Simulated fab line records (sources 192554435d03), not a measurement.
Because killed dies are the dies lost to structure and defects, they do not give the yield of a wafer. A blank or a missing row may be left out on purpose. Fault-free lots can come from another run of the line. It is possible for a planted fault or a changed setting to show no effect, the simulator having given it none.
Problem report, 8D (eight disciplines) form, completed by code | flow n5-finfet | the parts of the form that need people (team, actions taken, sign-off) are left out

== 1. PROBLEM STATEMENT ==
Wafers free of any fault read 39.4 nm (standard deviation 1.6) for M1_THK at N5_BEOL_M1_THK_MEAS_53, against a mean of 147.6 nm on 4 wafers of 3 lots. That is +68 standard deviations from the usual mean.
The step: measures by xrf.
Seen first at day 10 15:05 on film-metro-02, wafer L826.1. The record has a number at this step for 29 wafers belonging to 10 lots. By rule, "out" or "out of limits" means more than 4 standard deviations away from the usual mean. All remaining wafers that have a number are taken as sound.

== 2. WHAT IT IS; WHAT IT IS NOT ==
question                    | is                             | is not
which readings at this step | M1_THK                         | -
which lots                  | L826, L827, L829               | L821, L822, L825, L830, L832, L840, L842
which wafers of those lots  | L826.1, L827.3, L829.1, L829.3 | L826.5, L826.6, L827.2, L827.5, L829.4
read on which gauges        | film-metro-01, film-metro-02   | -
when                        | from day 10 15:05              | up to then (14 sound wafers); but 11 sound wafers of L827, L829, L832, L840, L842 came after

== 3. THE SUSPECTS, EACH WITH WHAT RULES IT OUT ==
Counting: any tool at a process step up to the reading remains a suspect provided it ran every lot that is out. Sound lots after the first of them don't rule it out here, since some wafers of a struck lot are sound.
- ruled out: the gauge at N5_BEOL_M1_THK_MEAS_53. Those wafers that are out were read across 2 gauges (film-metro-01, film-metro-02).
- cmp-03 at N5_BEOL_M1_CMP_52 (polishes, stops on SiOC, t overpolish 6.8 s, target thk 40 nm): kept. Every lot that is out went through it, the first being L826 (day 10 14:50); the last sound lot it ran before that was L825 (day 10 10:40). Its own readings are out on those wafers: barrier-field-endpoint-s, overpolish-run-s, time-to-endpoint-s.
Left after counting: cmp-03 at N5_BEOL_M1_CMP_52.

== 4. THE CAUSE (what the simulator had put in) ==
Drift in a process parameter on cmp-03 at N5_BEOL_M1_CMP_52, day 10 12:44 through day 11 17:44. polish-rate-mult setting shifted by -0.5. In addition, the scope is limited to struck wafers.
After counting, this tool was the only one left.

== 5. THE CHAIN OF EFFECTS, in route order ==
Each row: a reading where the mean over the struck wafers with a number is more than 3 standard deviations away from the usual. Only readings whose record carries a usual standard deviation are examined. hours: median over the lots of the time between each lot's start at the first step of this table that gives one and its start at this step. sigmas: the change, counted in usual standard deviations.
hours | step                    | reading                  | usual   | on struck wafers | change | sigmas
0     | N5_BEOL_M1_CMP_52       | barrier-field-endpoint-s | 24.8 s  | 41.3             | +16.5  | +25
0     | N5_BEOL_M1_CMP_52       | overpolish-run-s         | 6.800 s | 0.041            | -6.759 | -99 or more
0     | N5_BEOL_M1_CMP_52       | time-to-endpoint-s       | 63 s    | 82               | +18    | +5.3
0     | N5_BEOL_M1_THK_MEAS_53  | M1_THK                   | 39.4 nm | 147.6            | +108.2 | +68
1     | N5_BEOL_M1_INSPECT_59   | raw-defect-count         | 72      | 1557             | +1485  | +65
264   | N5_PASSIVATION_PROBE_49 | defect-limited-yield     | 90.7 %  | 0.0              | -90.7  | -60
264   | N5_PASSIVATION_PROBE_49 | killed_at_M0_to_M3       | 38      | 1106             | +1068  | +97
264   | N5_PASSIVATION_PROBE_49 | killed-dies              | 110     | 1180             | +1070  | +59
264   | N5_PASSIVATION_PROBE_49 | killed-on-rim            | 15      | 152              | +137   | +38
264   | N5_PASSIVATION_PROBE_49 | sort-n-pass              | 1070    | 0                | -1070  | -59
264   | N5_PASSIVATION_PROBE_49 | sort-yield-pct           | 90.7 %  | 0.0              | -90.7  | -60
Its process steps:
- N5_BEOL_M1_CMP_52: polishes, stops on SiOC, t overpolish 6.8 s, target thk 40 nm.
- N5_PASSIVATION_PROBE_49

== 6. WHAT WOULD HAVE CAUGHT IT SOONER ==
Counted from the fault's start at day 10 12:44, it took 2 hours until the first out-of-limits reading at a measuring or inspecting step in this record, taken at day 10 15:05.
Tool's own readings at N5_BEOL_M1_CMP_52, barrier-field-endpoint-s, overpolish-run-s, time-to-endpoint-s: out on all struck wafers the step has rows for; an alarm limit on them would have tripped on the first.
L829, L827, from the lots that are out (3), started N5_BEOL_M1_CMP_52 on cmp-03 later than day 10 15:05. A hold on the tool at that time would have spared those 2.
